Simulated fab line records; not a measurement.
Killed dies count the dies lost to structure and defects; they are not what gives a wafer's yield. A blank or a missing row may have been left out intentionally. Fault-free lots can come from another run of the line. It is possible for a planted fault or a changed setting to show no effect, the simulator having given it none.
Split-lot trial | flow n5 finfet | 30 wafers read from 7 lots, route of 1938 steps

== ABOUT THE SPLIT ==
At N5_BEOL_M1_ETCH_64 (etches SOC in N2/H2, target depth 75 nm, overetch 15 nm, time 112.5 s), the setting time s was moved away from the recipe's 112.5 s on 6 of the 30 wafers read, by +57.8% to +58.9%. The other wafers ran this setting at the recipe's value.

== FROM THE SPLIT TO THE READING: what the file shows between them, 9 steps ==
- N5_BEOL_M1_STRIP_65: strips in N2/H2
- N5_BEOL_M1_STRIP_75: strips in N2/H2
- N5_BEOL_M1_HM_OPEN_17: chemistry Cl2/BCl3, target TiN, target depth 20 nm, overetch 6 nm
- N5_BEOL_M1_STRIP_19: strips in O2
- N5_BEOL_M1_CD_MEAS_18: pitch 36 nm, target cd 18 nm
- N5_BEOL_M1_COAT_67: time 60 s, resist thk 60 nm
- N5_BEOL_M1_COAT_68: time 60 s, resist thk 12 nm
- N5_BEOL_M1_PRECLEAN_42: cleans in residue remover, time 60 s
- N5_BEOL_M1_SRD_43: time 30 s

== THE READING ==
cd nm, in nm, at N5_BEOL_M1_CD_MEAS_35 (target cd 18 nm, target cd y 21 nm). On this fab line, fault-free wafers typically give 18.1 nm with a standard deviation of 0.37 nm.

wafer  | tool, chamber at the split | time s as run, s | against the recipe | cd nm, nm | against lot-mates on the recipe
L079.1 | rie diel-02, 3             | 112.5            | recipe             | 18.2      | -
L079.2 | rie diel-02, 2             | 112.5            | recipe             | 18.2      | -
L079.3 | rie diel-02, 0             | 177.5            | +57.8%             | 20.2      | +2.1
L079.4 | rie diel-02, 0             | 177.5            | +57.8%             | 19.4      | +1.3
L079.5 | rie diel-02, 2             | 177.5            | +57.8%             | 19.8      | +1.7
L079.6 | rie diel-02, 3             | 112.5            | recipe             | 18.0      | -
L085.2 | rie diel-02, 0             | 112.5            | recipe             | 17.9      | -
L085.3 | rie diel-02, 1             | 112.5            | recipe             | 17.9      | -
L085.6 | rie diel-02, 2             | 112.5            | recipe             | 17.6      | -
L088.1 | rie diel-01, 1             | 112.5            | recipe             | 18.2      | -
L088.2 | rie diel-01, 2             | 112.5            | recipe             | 18.2      | -
L088.3 | rie diel-01, 0             | 112.5            | recipe             | 18.0      | -
L088.4 | rie diel-01, 3             | 112.5            | recipe             | 17.9      | -
L088.5 | rie diel-01, 2             | 112.5            | recipe             | 18.2      | -
L088.6 | rie diel-01, 1             | 112.5            | recipe             | 17.6      | -
L089.1 | rie diel-01, 0             | 112.5            | recipe             | 17.9      | -
L089.2 | rie diel-01, 2             | 112.5            | recipe             | 18.1      | -
L089.5 | rie diel-01, 2             | 112.5            | recipe             | 18.4      | -
L094.1 | rie diel-01, 2             | 112.5            | recipe             | 18.4      | -
L094.2 | rie diel-01, 3             | 112.5            | recipe             | 18.6      | -
L094.3 | rie diel-01, 1             | 112.5            | recipe             | 18.1      | -
L094.4 | rie diel-01, 0             | 178.8            | +58.9%             | 20.2      | +1.8
L094.5 | rie diel-01, 1             | 178.8            | +58.9%             | 19.3      | +0.9
L094.6 | rie diel-01, 0             | 178.8            | +58.9%             | 20.0      | +1.6
L096.4 | rie diel-02, 0             | 112.5            | recipe             | 18.2      | -
L096.5 | rie diel-02, 0             | 112.5            | recipe             | 18.2      | -
L096.6 | rie diel-02, 3             | 112.5            | recipe             | 18.9      | -
L097.1 | rie diel-01, 2             | 112.5            | recipe             | 18.7      | -
L097.4 | rie diel-01, 3             | 112.5            | recipe             | 18.5      | -
L097.6 | rie diel-01, 3             | 112.5            | recipe             | 18.3      | -

FIT RESULTS
A straight line over all 30 wafers: cd nm changes by +0.0281 nm for each +1% of time s; r = +0.90; the points scatter about the line by 0.33 nm.
The same after taking each lot's own level away (the mean of its wafers on the recipe; 30 wafers): +0.0268 nm for each +1%; r = +0.93; scatter 0.26 nm.
On that fit, the largest move of time s shifts the reading by 1.6 nm.
Across the lots, their own levels run from 17.80 to 18.50 nm, a range of 1.9 times the standard deviation given above.
Hence the lot-to-lot level has little effect on the slope; both slopes agree.
Check: with one of the wafers moved furthest among these (+58.9%) left out of the fit, the line predicts +1.53 nm for it against its lot-mates. It came out at +1.83 nm against them.

== FURTHER SPLITS ON THESE WAFERS ==
These wafers also went through other splits before the reading. Each is held against what the fit with the lots' levels taken away leaves over:
other split on the same wafers       | wafers away from the commonest value | r with cd nm (lot level and that fit taken away)
N5_FIN_SAQP_ETCH_65 time s           | 11                                   | -0.06
N5_STI_FIN_REVEAL_ETCHBACK_08 time s | 8                                    | -0.24
N5_HKMG_FIN_ALD_72 ald cycles        | 12                                   | -0.16

== THE WHOLE CHAIN: every reading that the file lists as answering this split, in the file's order ==
step                  | what it does                                                          | reading                                                                          | change (the file's fit)                                                              | r (the file's)
N5_BEOL_M1_ETCH_64    | etches SOC in N2/H2, target depth 75 nm, overetch 15 nm, time 112.5 s | etch.depth nm (the simulator's own value, which no gauge read)                   | not straight: 36.61 at the lowest setting, 60.02 at the recipe, 59.96 at the highest | not given
N5_BEOL_M1_ETCH_64    | etches SOC in N2/H2, target depth 75 nm, overetch 15 nm, time 112.5 s | SiARC_of_BEOL_M1_COAT_62.thk nm (the simulator's own value, which no gauge read) | -0.0531 nm for each +1% of the setting                                               | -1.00
N5_BEOL_M1_ETCH_64    | etches SOC in N2/H2, target depth 75 nm, overetch 15 nm, time 112.5 s | BEOL_M1.cd offset nm (the simulator's own value, which no gauge read)            | +0.0213 nm for each +1% of the setting                                               | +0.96
N5_BEOL_M1_CD_MEAS_18 | pitch 36 nm, target cd 18 nm                                          | cd nm                                                                            | +0.0262 nm for each +1% of the setting                                               | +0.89
N5_BEOL_M1_CD_MEAS_35 | target cd 18 nm, target cd y 21 nm                                    | cd nm                                                                            | +0.0268 nm for each +1% of the setting                                               | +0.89

== FILE'S OWN FIT ==
cd nm changes by +0.0268 nm for each +1% of time s, r = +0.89.
